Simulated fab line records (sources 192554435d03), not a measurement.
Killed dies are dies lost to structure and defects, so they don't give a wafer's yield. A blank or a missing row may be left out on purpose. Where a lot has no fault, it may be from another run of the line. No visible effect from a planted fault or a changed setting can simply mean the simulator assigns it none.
fab line records    flow n5Finfet
record lots=9  wafers=27  lastDay=16
route steps=1938 shown BEOL_M0_SAQP@667 BEOL_M0_CUTY@701 BEOL_M4@1111
lots that met no fault: taken from a fault-free run of the same line
startH: the number of hours between the record's first day and the start of the first shown wafer of the lot    waitH: hours from the lot's prior step to this one    " repeats the value in the row above    L1.1+2: a row that stands for several wafers    - no value, or no start was given    * or withheld: withheld    < > ~ a bound
route shown NAME@n: names a module that has steps shown in the file, with the first one's number in the route    usual: mean/standard deviation taken from wafers without a fault    same: alike in all rows    chamber/n: place in a boat    sites: per-site readings    _std_site: standard deviation of those values    _edge_site: outer sites' mean less inner sites'    radiusMm: for every site, how far away it sits from the centre of the wafer    mask NAME#n: copy n    behind: the last tool/chamber to shape the wafer    hold: cause of the lot's hold/its duration in hours/its outcome    device: the transistor (n, p or np) that didn't switch    end of line: the route-end tests of the same wafers    a step given without rows: its recipe and nothing more    killed: dies lost to structure and defects at the first sort, not the wafer's yield    map: dies across one wafer; x = killed, . = not, _ = none there
set.NAME: setting as actually run; set.NAME@STEP: the setting as run at that earlier step    model.NAME: the simulator's own value behind a step, which no gauge read
the route's steps for a sample of lots (tables are steps, rows are wafers)
services: from which hour (startH, from the record's first day; less than 0 if before it) a tool's chamber was out of use, for how many hours, and why
## steps
# step N5_BEOL_M0_SAQP_ETCH_101
# recipe chemistry=CH3F/O2  target=SiNx  maskMaterial=SiO2  targetDepthA=299  timeS=42.7  pressureMtorr=30  sourceW=395  biasW=73  Ar_flow_sccm=150  CH3F_flow_sccm=30  O2_flow_sccm=20  ionEnergyEv=120
# usual biasW=73.01/0.21  drypumpMotorCurrentA=5.9/0.5  oesProductAu=0.74/0.055  rfVppV=298/3.1  showerheadPlenumPTorr=1.99/0.072  throttleValvePct=16.40/0.16
lot.wafer  tool        chamber  startH  waitH  biasW  drypumpMotorCurrentA  oesProductAu  rfHoursCounterH  rfVppV  showerheadPlenumPTorr  throttleValvePct
L443.1     rieDiel-04  2        113.91  0.0    72.78  5.4                   0.77          131              292     2.00                   16.35
L443.3     "           1        "       "      73.05  6.0                   0.74          140              295     2.09                   16.40
L443.5     "           0        "       "      72.98  6.3                   0.74          -                301     1.91                   16.69
L447.1     rieDiel-03  1        141.23  0.1    73.04  6.5                   0.72          171              297     1.98                   16.44
L447.3     "           3        "       "      73.10  5.3                   0.74          162              297     1.92                   16.55
L447.5     "           3        "       "      73.01  5.3                   0.73          -                297     1.92                   16.53
L449.1     rieDiel-03  3        149.29  0.0    72.94  5.3                   0.74          165              297     1.92                   16.54
L449.3     "           1        "       "      72.89  6.6                   0.73          173              297     1.98                   16.44
L449.5     "           0        "       "      72.56  5.9                   0.70          -                298     1.90                   16.57
L451.2     rieDiel-02  1        163.56  0.0    73.20  6.1                   0.76          142              296     1.92                   16.26
L451.3     "           0        "       "      73.05  5.1                   0.81          95               302     2.10                   16.25
L451.6     "           1        "       "      73.40  6.2                   0.76          -                295     1.92                   16.27
L452.1     rieDiel-02  1        175.15  0.2    72.88  6.1                   0.76          146              296     1.92                   16.28
L452.5     "           3        "       "      73.17  6.6                   0.67          -                303     2.06                   16.61
L452.6     "           2        "       "      73.35  6.1                   0.74          -                296     1.99                   16.21
L453.2     rieDiel-04  1        180.08  0.0    73.46  6.0                   0.73          160              294     2.08                   16.42
L453.3     "           2        "       "      73.17  5.4                   0.75          151              294     2.00                   16.38
L453.4     "           3        "       "      72.87  5.9                   0.72          177              301     2.09                   16.41
L457.1     rieDiel-02  0        203.41  0.0    73.37  5.1                   0.80          108              303     2.10                   16.27
L457.2     "           1        "       "      72.94  6.2                   0.75          155              295     1.92                   16.31
L457.3     "           3        "       "      73.40  6.6                   1.00          3                303     2.06                   16.20
L458.1     rieDiel-03  2        209.04  0.0    72.54  5.3                   0.71          203              297     1.98                   16.21
L458.5     "           2        "       "      72.60  5.3                   0.72          -                295     1.98                   16.20
L458.6     "           3        "       "      73.03  5.3                   0.72          -                297     1.91                   16.58
L459.1     rieDiel-02  0        213.25  0.0    72.95  5.1                   0.80          110              302     2.10                   16.26
L459.3     "           2        "       "      72.91  6.1                   0.73          171              296     1.98                   16.24
L459.6     "           1        "       "      72.96  6.2                   0.74          -                296     1.92                   16.32
# step N5_BEOL_M0_CUTY_COAT_50
# recipe resist=SiARC  tempC=220  timeS=60  spinRpm=1500  resistThkNm=15
# usual spinSpeedRpm=1500.1/1.2
lot.wafer  tool           chamber  startH  waitH  spinSpeedRpm
L443.1     lithoTrack-03  0        117.01  0.0    1499.2
L443.3     "              0        "       "      1500.5
L443.5     "              0        "       "      1499.2
L447.1     lithoTrack-03  0        144.59  0.0    1499.4
L447.3     "              0        "       "      1500.2
L447.5     "              0        "       "      1500.4
L449.1     lithoTrack-05  0        153.37  0.0    1500.8
L449.3     "              0        "       "      1500.0
L449.5     "              0        "       "      1499.5
L451.2     lithoTrack-05  0        167.11  0.0    1499.3
L451.3     "              0        "       "      1499.5
L451.6     "              0        "       "      1500.5
L452.1     lithoTrack-05  0        179.27  0.0    1500.8
L452.5     "              0        "       "      1501.0
L452.6     "              0        "       "      1500.8
L453.2     lithoTrack-05  0        187.57  0.0    1502.1
L453.3     "              0        "       "      1500.8
L453.4     "              0        "       "      1501.9
L457.1     lithoTrack-05  0        206.96  0.0    1497.7
L457.2     "              0        "       "      1500.2
L457.3     "              0        "       "      1499.9
L458.1     lithoTrack-02  0        212.40  0.0    1190.7
L458.5     "              0        "       "      1190.5
L458.6     "              0        "       "      1191.7
L459.1     lithoTrack-02  0        216.91  0.0    1189.9
L459.3     "              0        "       "      1190.3
L459.6     "              0        "       "      1190.2
# step N5_BEOL_M0_CUTY_ETCH_62
# recipe chemistry=CF4  target=SiARC  maskMaterial=CAR-ArF-block  timeS=58.5  ionEnergyEv=80  pressureMtorr=40  sourceW=545  biasW=36  Ar_flow_sccm=100  cf4FlowSccm=100  ends=cleared
# usual biasW=36.01/0.11  drypumpMotorCurrentA=5.7/0.49  etchRfOnTimeS=58.7/0.89  oesProductAu=0.66/0.07  rfVppV=184.5/1.1  showerheadPlenumPTorr=2.18/0.064  throttleValvePct=15.68/0.25
lot.wafer  tool        chamber  startH  waitH  biasW  drypumpMotorCurrentA  etchRfOnTimeS  oesProductAu  rfHoursCounterH  rfVppV  showerheadPlenumPTorr  throttleValvePct
L443.1     rieDiel-06  0        117.38  0.0    36.01  5.0                   58.0           0.75          28               183.9   2.10                   15.57
L443.3     "           3        "       "      35.76  5.8                   57.7           0.65          142              185.7   2.14                   15.84
L443.5     "           2        "       "      35.95  6.6                   59.5           0.61          -                185.0   2.21                   15.81
L447.1     rieDiel-01  3        144.93  0.0    36.01  5.3                   57.4           0.62          194              184.1   2.21                   16.04
L447.3     "           0        "       "      35.99  5.1                   60.6           0.71          47               183.0   2.08                   15.56
L447.5     "           3        "       "      36.06  5.3                   57.8           0.62          -                183.5   2.21                   16.04
L449.1     rieDiel-05  1        154.21  0.0    36.22  5.7                   58.1           0.68          87               186.2   2.25                   15.74
L449.3     "           3        "       "      35.97  5.7                   58.4           0.74          40               184.7   2.26                   15.25
L449.5     "           0        "       "      35.96  6.6                   57.9           0.58          -                182.8   2.12                   15.59
L451.2     rieDiel-01  2        167.58  0.0    35.95  6.1                   58.6           0.63          183              185.4   2.22                   15.75
L451.3     "           0        "       "      35.91  5.2                   60.7           0.71          57               182.2   2.08                   15.58
L451.6     "           1        "       "      36.13  5.9                   58.0           0.83          -                182.4   2.10                   15.43
L452.1     rieDiel-01  2        179.62  0.0    36.24  6.1                   57.2           0.64          189              184.6   2.21                   15.76
L452.5     "           0        "       "      36.02  5.1                   59.4           0.70          -                182.4   2.08                   15.59
L452.6     "           1        "       "      36.11  6.0                   56.7           0.82          -                184.8   2.10                   15.44
L453.2     rieDiel-05  0        188.05  0.0    36.20  6.6                   58.4           0.58          241              184.1   2.11                   15.62
L453.3     "           1        "       "      36.11  5.7                   59.2           0.67          100              184.7   2.25                   15.77
L453.4     "           3        "       "      36.11  5.7                   58.3           0.73          51               185.5   2.25                   15.27
L457.1     rieDiel-05  0        207.32  0.0    36.08  6.6                   59.0           0.58          248              185.3   2.11                   15.63
L457.2     "           2        "       "      36.08  5.1                   59.1           0.59          228              184.4   2.20                   15.95
L457.3     "           3        "       "      36.00  5.7                   59.3           0.71          59               186.6   2.25                   15.29
L458.1     rieDiel-01  1        212.75  0.0    35.85  5.9                   57.4           0.79          19               184.4   2.10                   15.46
L458.5     "           0        "       "      35.94  5.1                   60.7           0.68          -                183.5   2.07                   15.63
L458.6     "           1        "       "      36.05  5.9                   57.9           0.78          -                184.2   2.10                   15.46
L459.1     rieDiel-05  2        217.70  0.0    36.00  5.1                   59.2           0.59          232              184.0   2.20                   15.96
L459.3     "           1        "       "      36.29  5.8                   59.9           0.66          110              186.2   2.24                   15.79
L459.6     "           2        "       "      36.04  5.1                   58.6           0.58          -                185.5   2.20                   15.94
# step N5_BEOL_M0_CUTY_ETCH_63
# recipe chemistry=N2/H2  target=SOC  targetDepthA=827  overetchA=165  maskMaterial=SiARC  tempC=40  ionEnergyEv=200  timeS=124  pressureMtorr=30  sourceW=840  biasW=150  n2FlowSccm=200  h2FlowSccm=200
# usual biasW=150.1/0.47  drypumpMotorCurrentA=5.7/0.49  oesProductAu=0.64/0.065  rfVppV=525.2/2.3  showerheadPlenumPTorr=2.59/0.083  throttleValvePct=17.86/0.24
lot.wafer  tool        chamber  startH  waitH  biasW  drypumpMotorCurrentA  oesProductAu  rfHoursCounterH  rfVppV  showerheadPlenumPTorr  throttleValvePct
L443.1     rieDiel-06  0        117.42  0.0    150.5  4.9                   0.72          28               522.2   2.49                   17.73
L443.3     "           3        "       "      150.3  5.8                   0.61          142              524.2   2.55                   17.99
L443.5     "           2        "       "      149.3  6.6                   0.59          -                527.1   2.61                   17.83
L447.1     rieDiel-01  3        144.98  0.0    151.4  5.3                   0.60          194              527.0   2.61                   18.17
L447.3     "           0        "       "      150.0  5.2                   0.70          47               521.2   2.46                   17.61
L447.5     "           3        "       "      150.5  5.3                   0.59          -                526.4   2.61                   18.16
L449.1     rieDiel-05  1        154.25  0.0    150.7  5.8                   0.66          87               527.8   2.68                   17.96
L449.3     "           3        "       "      150.9  5.7                   0.71          40               526.6   2.69                   17.46
L449.5     "           0        "       "      150.1  6.6                   0.57          -                523.2   2.50                   17.88
L451.2     rieDiel-01  2        167.63  0.0    150.3  6.1                   0.61          183              527.1   2.65                   18.07
L451.3     "           0        "       "      149.4  5.1                   0.69          57               521.9   2.46                   17.63
L451.6     "           1        "       "      149.5  5.9                   0.79          -                523.3   2.50                   17.67
L452.1     rieDiel-01  2        179.66  0.0    150.7  6.1                   0.61          189              526.5   2.64                   18.06
L452.5     "           0        "       "      150.8  5.1                   0.69          -                521.8   2.45                   17.65
L452.6     "           1        "       "      149.6  6.0                   0.77          -                523.6   2.49                   17.66
L453.2     rieDiel-05  0        188.09  0.0    150.2  6.6                   0.56          241              523.5   2.50                   17.89
L453.3     "           1        "       "      149.8  5.7                   0.64          100              528.7   2.67                   17.97
L453.4     "           3        "       "      150.1  5.7                   0.69          52               530.2   2.69                   17.46
L457.1     rieDiel-05  0        207.36  0.0    150.1  6.6                   0.56          248              524.2   2.50                   17.91
L457.2     "           2        "       "      150.4  5.1                   0.56          228              525.1   2.63                   18.12
L457.3     "           3        "       "      149.3  5.7                   0.68          59               527.3   2.68                   17.49
L458.1     rieDiel-01  1        212.80  0.0    150.9  5.9                   0.76          19               521.7   2.49                   17.70
L458.5     "           0        "       "      150.6  5.2                   0.68          -                523.7   2.45                   17.68
L458.6     "           1        "       "      150.1  5.9                   0.76          -                523.5   2.49                   17.69
L459.1     rieDiel-05  2        217.75  0.0    149.8  5.1                   0.56          232              525.5   2.62                   18.13
L459.3     "           1        "       "      149.7  5.8                   0.64          110              526.9   2.67                   17.99
L459.6     "           2        "       "      149.8  5.1                   0.57          -                526.8   2.62                   18.12
# step N5_BEOL_M4_RC_MEAS_101
# usual DIBL_N=35.8/1.6  DIBL_P=36.0/2.1  IOFF_N=0.153/0.026  IOFF_P=0.21/0.037  ION_N=673/11  ION_P=462/7.6  SS_N=71.4/0.53  SS_P=73.2/0.67  VT_N=250/3.2  VT_P=-250/3.7
lot.wafer  tool       chamber  startH  waitH  DIBL_N[mV/V]  DIBL_P[mV/V]  IOFF_N[nA/um]  IOFF_P[nA/um]  ION_N[uA/um]  ION_P[uA/um]  SS_N[mV/dec]  SS_P[mV/dec]  VT_N[mV]  VT_P[mV]
L443.1     prober-02  0        177.41  0.0    35.3          36.1          0.139          0.18           670           453           71.1          73.2          252       -255
L443.3     "          0        "       "      37.4          37.9          0.165          0.20           675           460           71.7          73.4          250       -250
L443.5     "          0        "       "      35.5          35.7          0.137          0.18           673           456           71.6          72.4          253       -252
L447.1     prober-02  0        198.55  0.0    34.5          35.5          0.142          0.20           675           468           71.3          72.8          251       -250
L447.3     "          0        "       "      33.6          34.5          0.126          0.17           665           452           71.1          72.9          250       -254
L447.5     "          0        "       "      33.7          34.1          0.124          0.17           670           447           71.2          72.5          252       -252
L449.1     prober-01  0        207.77  0.0    33.7          33.4          0.121          0.17           658           458           70.6          72.8          253       -255
L449.3     "          0        "       "      33.4          32.9          0.111          0.15           653           450           70.4          72.2          254       -253
L449.5     "          0        "       "      31.5          30.3          0.091          0.13           647           445           70.2          72.0          256       -257
L451.2     prober-01  0        224.95  0.2    35.2          35.2          0.136          0.18           671           462           71.4          73.4          250       -252
L451.3     "          0        "       "      35.3          35.7          0.153          0.20           688           468           70.8          72.8          249       -249
L451.6     "          0        "       "      36.4          37.6          0.168          0.22           688           469           71.9          72.6          246       -248
L452.1     prober-01  0        240.45  0.0    36.1          38.3          0.179          0.27           676           469           71.6          74.0          250       -243
L452.5     "          0        "       "      35.8          37.3          0.177          0.27           675           474           71.6          74.0          247       -244
L452.6     "          0        "       "      35.7          36.3          0.165          0.23           670           467           71.9          72.8          248       -248
L453.2     prober-01  0        245.42  0.2    35.2          36.0          0.160          0.18           670           455           71.9          73.3          251       -252
L453.3     "          0        "       "      37.1          39.2          0.186          0.24           670           452           71.4          74.0          246       -250
L453.4     "          0        "       "      36.0          37.5          0.160          0.22           675           460           71.9          73.7          249       -251
L457.1     prober-01  0        268.62  0.0    35.8          36.5          0.149          0.22           669           465           71.6          73.4          252       -251
L457.2     "          0        "       "      36.1          37.6          0.159          0.25           666           470           71.6          73.5          251       -246
L457.3     "          0        "       "      36.9          37.6          0.176          0.23           691           473           72.4          73.8          251       -249
L458.1     prober-02  0        269.28  0.0    35.6          34.1          0.139          0.19           669           461           71.6          73.0          252       -252
L458.5     "          0        "       "      37.7          36.3          0.164          0.22           667           461           71.1          73.8          252       -251
L458.6     "          0        "       "      36.3          34.5          0.134          0.19           669           459           71.4          73.2          251       -249
L459.1     prober-01  0        275.89  0.0    35.1          36.0          0.145          0.19           665           459           70.7          73.7          251       -252
L459.3     "          0        "       "      35.1          35.8          0.148          0.19           671           458           71.4          72.8          249       -250
L459.6     "          0        "       "      37.1          38.2          0.178          0.22           678           460           72.4          74.1          249       -252
## services
tool        chamber  startH  hours  kind
rieDiel-02  -        104.66  0.8    repair
rieDiel-05  0        110.92  6.6    repair
rieDiel-06  1        116.06  7.0    repair
rieDiel-04  -        117.44  2.2    repair
rieDiel-03  2        119.39  6.6    repair
rieDiel-02  -        126.83  2.8    pm
rieDiel-01  1        140.38  -      clean
rieDiel-01  1        140.38  -      consumableReplace:focusRing
rieDiel-01  1        140.38  15.4   scheduledDown
rieDiel-01  1        140.38  15.4   ventCycle
rieDiel-02  3        178.90  -      clean
rieDiel-02  3        178.90  -      consumableReplace:focusRing
rieDiel-02  3        178.90  12.8   scheduledDown
rieDiel-02  3        178.90  12.8   ventCycle
rieDiel-01  1        194.65  3.8    repair
rieDiel-05  1        208.51  1.2    repair
rieDiel-02  3        210.65  2.9    repair
rieDiel-05  0        212.49  -      clean
rieDiel-05  0        212.49  -      consumableReplace:focusRing
rieDiel-05  0        212.49  26.6   scheduledDown
rieDiel-05  0        212.49  26.6   ventCycle
## key
firstSign step=N5_BEOL_M0_CUTY_COAT_50  reading=spinSpeedRpm  direction=down  sigmas=99+  usual=*  struck=*
effect none on later readings
metAt N5_BEOL_M0_CUTY_COAT_50
struckLots L458,L459
notActingAt N5_BEOL_M0_SAQP_ETCH_101,N5_BEOL_M0_CUTY_ETCH_62,N5_BEOL_M0_CUTY_ETCH_63
fault kind=processParameterDrift  tool=lithoTrack-02  chamber=-  onsetH=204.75  steps=N5_BEOL_M0_CUTY_COAT_50  channel=spinRpm  offset=*  shape=step  endH=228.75  actsIn=*  stated=*
